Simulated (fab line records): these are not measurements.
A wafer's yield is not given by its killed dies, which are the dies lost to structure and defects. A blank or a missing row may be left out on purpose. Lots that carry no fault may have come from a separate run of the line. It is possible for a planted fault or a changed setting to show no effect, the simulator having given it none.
Chamber matching || flow nand_harc || NHARC_A_BLC_DESCUM_15 on rie_diel-09: 4 sister chambers
The step chemistry O2, time 3 s. 7 wafers are shown with their chamber, then 8 later ones without.

## EACH WAFER AND ITS CHAMBER
{"wafer": "L570.1", "chamber": 0, "showerhead_plenum_p_Torr (Torr)": 1.94, "drypump_motor_current_A (A)": 5.34}
{"wafer": "L569.2", "chamber": 1, "showerhead_plenum_p_Torr (Torr)": 2.05, "drypump_motor_current_A (A)": 5.72}
{"wafer": "L569.5", "chamber": 3, "showerhead_plenum_p_Torr (Torr)": 1.82, "drypump_motor_current_A (A)": 5.53}
{"wafer": "L573.3", "chamber": 3, "showerhead_plenum_p_Torr (Torr)": 1.82, "drypump_motor_current_A (A)": 5.54}
{"wafer": "L575.2", "chamber": 1, "showerhead_plenum_p_Torr (Torr)": 2.04, "drypump_motor_current_A (A)": 5.73}
{"wafer": "L575.5", "chamber": 2, "showerhead_plenum_p_Torr (Torr)": 1.79, "drypump_motor_current_A (A)": 5.78}
{"wafer": "L581.2", "chamber": 2, "showerhead_plenum_p_Torr (Torr)": 1.79, "drypump_motor_current_A (A)": 5.81}

## WAFERS MISSING THEIR CHAMBER
{"wafer": "L581.3", "showerhead_plenum_p_Torr (Torr)": 1.94, "drypump_motor_current_A (A)": 5.40}
{"wafer": "L581.6", "showerhead_plenum_p_Torr (Torr)": 1.79, "drypump_motor_current_A (A)": 5.79}
{"wafer": "L584.2", "showerhead_plenum_p_Torr (Torr)": 1.79, "drypump_motor_current_A (A)": 5.82}
{"wafer": "L584.3", "showerhead_plenum_p_Torr (Torr)": 1.94, "drypump_motor_current_A (A)": 5.37}
{"wafer": "L584.5", "showerhead_plenum_p_Torr (Torr)": 1.79, "drypump_motor_current_A (A)": 5.82}
{"wafer": "L587.1", "showerhead_plenum_p_Torr (Torr)": 2.04, "drypump_motor_current_A (A)": 5.71}
{"wafer": "L587.4", "showerhead_plenum_p_Torr (Torr)": 1.79, "drypump_motor_current_A (A)": 5.84}
{"wafer": "L587.6", "showerhead_plenum_p_Torr (Torr)": 1.79, "drypump_motor_current_A (A)": 5.81}

## THE CHAMBER EACH PASSED THROUGH
{"wafer": "L581.3", "from the rows above": 0, "in truth": 0}
{"wafer": "L581.6", "from the rows above": 2, "in truth": 2}
{"wafer": "L584.2", "from the rows above": 2, "in truth": 2}
{"wafer": "L584.3", "from the rows above": 0, "in truth": 0}
{"wafer": "L584.5", "from the rows above": 2, "in truth": 2}
{"wafer": "L587.1", "from the rows above": 1, "in truth": 1}
{"wafer": "L587.4", "from the rows above": 2, "in truth": 2}
{"wafer": "L587.6", "from the rows above": 2, "in truth": 2}
Correct placement for 8 of the 8. Number that these rows cannot place: 0. Number placed wrongly: 0.
How it was worked out, from the rows above alone: a wafer's distance from a chamber is the root of the sum, over the readings, of the square of ((its reading less the chamber's mean) divided by the reading's scatter). The wafer belongs to the nearest chamber; if the next one is less than 2 further off, it can't be placed. The mean given for a chamber averages the wafers shown for that chamber. The scatter: the root of (the sum of the squares of (reading less its chamber's mean) over the shown wafers, divided by (wafers less chambers)).
